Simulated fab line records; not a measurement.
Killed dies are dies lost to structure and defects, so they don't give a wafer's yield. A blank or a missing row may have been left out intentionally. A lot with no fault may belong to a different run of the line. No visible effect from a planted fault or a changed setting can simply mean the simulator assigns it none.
A lot that was struck, set against a sound lot ; flow n5 finfet ; 36 out of 1938 route steps
Sound: these wafers, L760.2, L760.5, L760.6. Struck: wafer L769.2. (L769.6 of the same lot was not struck and is left out.) The cause comes at the end.
Per side, at each step with rows, come the tool, then ch with its chambers, and then its first start. Under that, the readings that differ: sound wafers ; struck wafers ; difference of the means ; sigmas: that difference in standard deviations of wafers without a fault.
alike: a reading whose means differ by less than 2 such deviations, as well as words and numbers matching on both sides. not compared: withheld readings; readings where some wafer has no value; bounds like >300 that might hide an equal value; numbers whose values overlap and for which the record gives no deviation.
A row with sigmas, a row that says differs or no value, or rows on one side alone: a step with any of these is where the two part. Numbers that have no deviation but don't overlap get no sigmas and don't part them. A reading missing from all wafers of one side parts the sides only when that side holds two or more wafers.

first, 9 steps without rows for these wafers: N5_BEOL_M4_ANNEAL_95 (time 240 s); N5_BEOL_M4_SPUTTER_96 (material Cu, target thk 4.5 nm, time 8.29 s); N5_BEOL_M4_ECD_50 (material Cu, target thk 300 nm); N5_BEOL_M4_ANNEAL_51 (time 90 s); N5_BEOL_M4_CMP_52 (polishes, stops on SiOC, t overpolish 6.8 s, target thk 40 nm); N5_BEOL_M4_PRE_CLEAN_60 (time 15 s); N5_BEOL_M4_CO_CAP_55 (material Co, precursor CCTBA/H2, target thk 2 nm, time 102.1 s); N5_BEOL_M4_PRE_CLEAN_56 (time 15 s); N5_BEOL_M4_DEP_57 (deposits SiCN from 3MS/NH3, target thk 8 nm, time 14 s).
N5_BEOL_M4_RC_MEAS_101:
  sound on prober-02 ch 0, day 9 08:59; struck on prober-02 ch 0, day 11 22:02
  alike: DIBL_N, DIBL_P, IOFF_N, IOFF_P, ION_N, ION_P, SS_N, SS_P, VT_N, VT_P
then, 24 steps without rows for these wafers: N5_BEOL_M5_ILD_DEP_00 (deposits SiCOH lowk from DEMS/porogen, target thk 140.64 nm, time 25.9 s); N5_BEOL_M5_CURE_79 (cures SiCOH lowk, time 240 s); N5_BEOL_M5_PECVD_70 (deposits SiO2 from TEOS/O2, target thk 16 nm, time 18 s); N5_BEOL_M5_HM_DEP_02 (deposits TiN, target thk 20 nm); N5_BEOL_M5_COAT_59 (time 60 s, resist thk 60 nm); N5_BEOL_M5_COAT_60 (time 60 s, resist thk 12 nm); N5_BEOL_M5_COAT_71 (time 60 s, resist thk 5 nm); N5_BEOL_M5_COAT_05 (resist thk 30 nm); N5_BEOL_M5_EBR_07; N5_BEOL_M5_SOFTBAKE_06 (time 60 s); N5_BEOL_M5_EXPOSE_08 (exposes mask M5, target cd 28 nm); N5_BEOL_M5_PEB_09 (peb time 60 s); N5_BEOL_M5_DEVELOP_10 (develop time 30 s); N5_BEOL_M5_DESCUM_16 (chemistry O2, time 7 s); N5_BEOL_M5_ETCH_72 (etches underlayer in N2/H2, target depth 6.5 nm, time 5.2 s); N5_BEOL_M5_ETCH_61 (etches SiARC in CF4, target depth 15.6 nm, time 26 s); N5_BEOL_M5_ETCH_62 (etches SOC in N2/H2, target depth 75 nm, overetch 15 nm, time 112.5 s); N5_BEOL_M5_STRIP_63 (strips in N2/H2); N5_BEOL_M5_STRIP_73 (strips in N2/H2); N5_BEOL_M5_STRIP_64 (strips in CF4); N5_BEOL_M5_HM_OPEN_17 (chemistry Cl2/BCl3, target TiN, target depth 20 nm, overetch 6 nm); N5_BEOL_M5_STRIP_19 (strips in O2); N5_BEOL_M5_COAT_65 (time 60 s, resist thk 60 nm); N5_BEOL_M5_COAT_66 (time 60 s, resist thk 12 nm).
-- a jump in the record: the struck wafers' starts before and after are 4 days apart (it breaks off in module BEOL_M5 and resumes in module MIM_TOP, where the first step shown is number 1838 of the route) --
N5_MIM_TOP_SPUTTER_03: material TiN, target thk 35 nm, time 89.7 s.
  sound on pvd sputter-01 at day 13 11:54; struck on pvd sputter-01 at day 16 00:58
reading;sound;struck;difference;sigmas
model.TiN_of_MIM_TOP_SPUTTER_03.thk nm (nm);34.4 34.8 35;41.2;+6.5;
  alike: throttle valve pct
N5_PASSIVATION_PROBE_49:
  sound on prober-02 at day 14 01:02; struck on prober-01 at day 16 15:46
reading;sound;struck;difference;sigmas
defect limited yield (%);93.0 93.7 92.8;0;-93;-62
killed at front end;26 18 23;49;+27;+2
killed at other;7 1 3;1072;+1068;+99 or more
killed dies;83 74 85;1180;+1099;+65
killed on rim;10 5 9;152;+144;+33
killed short;25 25 24;40;+15;+2
sort n pass;1097 1106 1095;0;-1099;-61
sort yield pct (%);93.0 93.7 92.8;0;-93;-62
  alike: killed_at_M0_to_M3, killed_at_M4_up, killed at contacts, killed open, sort_bin_5_function, sort_bin_6_memory

== WHERE THEY PART ==
At N5_PASSIVATION_PROBE_49 and nowhere else, as far as this record goes.

WHY: what the simulator had put in
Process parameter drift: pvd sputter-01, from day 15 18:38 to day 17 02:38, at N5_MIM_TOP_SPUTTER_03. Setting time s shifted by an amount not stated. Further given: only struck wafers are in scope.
